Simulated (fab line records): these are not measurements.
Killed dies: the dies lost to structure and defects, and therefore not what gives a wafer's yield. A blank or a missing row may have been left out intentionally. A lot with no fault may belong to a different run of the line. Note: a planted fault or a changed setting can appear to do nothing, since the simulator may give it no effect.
Struck lot and sound lot, side by side -- flow n5-finfet -- 38 steps out of a route of 1938
Sound: these wafers, L691.1, L691.5, L691.6. Struck: wafer L682.6 (left out: L682.3, L682.5 of the same lot, which were not struck); the cause appears at the end.
For every step that has rows: the tool of each side, followed by ch and its chambers, followed by its first start. Under that, the readings that differ: sound wafers -- struck wafers -- difference of the means -- sigmas: that difference in standard deviations of wafers without a fault.
alike: a reading whose means differ by less than 2 such deviations, as well as words and numbers matching on both sides. not compared: withheld readings; readings where some wafer has no value; bounds like >300 that might hide an equal value; numbers whose values overlap and for which the record gives no deviation.
A row with sigmas, a row that says differs or no value, or rows on one side alone: a step with any of these is where the two part. Non-overlapping numbers with no deviation appear without sigmas and do not part them. A reading that every wafer of one side lacks parts them only if that side has two wafers or more.

first, 9 steps without rows for these wafers: N5_BEOL_M4_ANNEAL_95 (time 240 s); N5_BEOL_M4_SPUTTER_96 (material Cu, target thk 4.5 nm, time 8.29 s); N5_BEOL_M4_ECD_50 (material Cu, target thk 300 nm); N5_BEOL_M4_ANNEAL_51 (time 90 s); N5_BEOL_M4_CMP_52 (polishes, stops on SiOC, t overpolish 6.8 s, target thk 40 nm); N5_BEOL_M4_PRE_CLEAN_60 (time 15 s); N5_BEOL_M4_CO_CAP_55 (material Co, precursor CCTBA/H2, target thk 2 nm, time 102.1 s); N5_BEOL_M4_PRE_CLEAN_56 (time 15 s); N5_BEOL_M4_DEP_57 (deposits SiCN from 3MS/NH3, target thk 8 nm, time 14 s).
N5_BEOL_M4_RC_MEAS_101:
  sound on prober-01 ch 0, day 13 16:06; struck on prober-02 ch 0, day 11 13:53
reading,sound,struck,difference,sigmas
VT_P (mV),-251 -254 -251,-245,+7,+2
  alike: DIBL_N, DIBL_P, IOFF_N, IOFF_P, ION_N, ION_P, SS_N, SS_P, VT_N
then, 24 steps without rows for these wafers: N5_BEOL_M5_ILD_DEP_00 (deposits SiCOH lowk from DEMS/porogen, target thk 140.64 nm, time 25.9 s); N5_BEOL_M5_CURE_79 (cures SiCOH lowk, time 240 s); N5_BEOL_M5_PECVD_70 (deposits SiO2 from TEOS/O2, target thk 16 nm, time 18 s); N5_BEOL_M5_HM_DEP_02 (deposits TiN, target thk 20 nm); N5_BEOL_M5_COAT_59 (time 60 s, resist thk 60 nm); N5_BEOL_M5_COAT_60 (time 60 s, resist thk 12 nm); N5_BEOL_M5_COAT_71 (time 60 s, resist thk 5 nm); N5_BEOL_M5_COAT_05 (resist thk 30 nm); N5_BEOL_M5_EBR_07; N5_BEOL_M5_SOFTBAKE_06 (time 60 s); N5_BEOL_M5_EXPOSE_08 (exposes mask M5, target cd 28 nm); N5_BEOL_M5_PEB_09 (peb time 60 s); N5_BEOL_M5_DEVELOP_10 (develop time 30 s); N5_BEOL_M5_DESCUM_16 (chemistry O2, time 7 s); N5_BEOL_M5_ETCH_72 (etches underlayer in N2/H2, target depth 6.5 nm, time 5.2 s); N5_BEOL_M5_ETCH_61 (etches SiARC in CF4, target depth 15.6 nm, time 26 s); N5_BEOL_M5_ETCH_62 (etches SOC in N2/H2, target depth 75 nm, overetch 15 nm, time 112.5 s); N5_BEOL_M5_STRIP_63 (strips in N2/H2); N5_BEOL_M5_STRIP_73 (strips in N2/H2); N5_BEOL_M5_STRIP_64 (strips in CF4); N5_BEOL_M5_HM_OPEN_17 (chemistry Cl2/BCl3, target TiN, target depth 20 nm, overetch 6 nm); N5_BEOL_M5_STRIP_19 (strips in O2); N5_BEOL_M5_COAT_65 (time 60 s, resist thk 60 nm); N5_BEOL_M5_COAT_66 (time 60 s, resist thk 12 nm).
-- record jumps: 4 days separate the struck wafers' starts on either side; left off in module BEOL_M5, taken up again in module PASSIVATION, whose first shown step is the route's number 1910 --
N5_PASSIVATION_AL_DEP_21: deposits Al, target thk 2800 nm, time 170 s.
  sound on pvd-sputter-02, day 18 01:42; struck on pvd-sputter-03, day 15 15:16
reading,sound,struck,difference,sigmas
model.Al_of_PASSIVATION_AL_DEP_21.thk-nm (nm),2783 2779 2797,4627,+1841,
  alike: susceptor-temp-C, throttle-valve-pct
N5_PASSIVATION_ETCH_59: etches TaN in Cl2/BCl3, target depth 65 nm, time 34.9 s.
  sound on rie-metal-01 ch 0,1, day 18 02:44; struck on rie-metal-02 ch 1, day 15 16:54
reading,sound,struck,difference,sigmas
bias-w (W),99.79 99.87 99.93,100.44,+0.58,+2
oes-product-au (a.u.),0.87 0.81 0.86,0.22,-0.63,-7
throttle-valve-pct (%),21.47 20.70 21.47,22.30,+1.09,+5
  alike: drypump-motor-current-A, mfc-cl2-sccm
  not compared: rf-hours-counter-h
N5_PASSIVATION_STRIP_52: strips in post etch residue remover, time 1200 s.
  sound on wet-bench-03 ch 0,2,3, day 18 05:08; struck on wet-bench-04 ch 6, day 15 19:40
reading,sound,struck,difference,sigmas
model.Al_of_PASSIVATION_AL_DEP_21.thk-nm (nm),2768 2764 2782,4612,+1841,
N5_PASSIVATION_PROBE_49:
  sound on prober-01, day 18 08:38; struck on prober-01, day 15 23:44
reading,sound,struck,difference,sigmas
defect-limited-yield (%),93.7 91.1 89.2,0,-91,-61
killed-at-other,3 4 3,1068,+1065,+99 or more
killed-dies,74 105 128,1180,+1078,+60
killed-on-rim,7 18 15,152,+139,+34
sort_bin_5_function (%),3.5 5.3 7.0,96.4,+91.1,+91
sort-n-pass,1106 1075 1052,0,-1078,-60
sort-yield-pct (%),93.7 91.1 89.2,0,-91,-61
  alike: killed_at_M0_to_M3, killed_at_M4_up, killed-at-contacts, killed-at-front-end, killed-open, killed-short, sort_bin_6_memory

## WHERE THEY PART
First at N5_BEOL_M4_RC_MEAS_101; last, within this record, at N5_PASSIVATION_PROBE_49.

WHY: what the simulator had put in
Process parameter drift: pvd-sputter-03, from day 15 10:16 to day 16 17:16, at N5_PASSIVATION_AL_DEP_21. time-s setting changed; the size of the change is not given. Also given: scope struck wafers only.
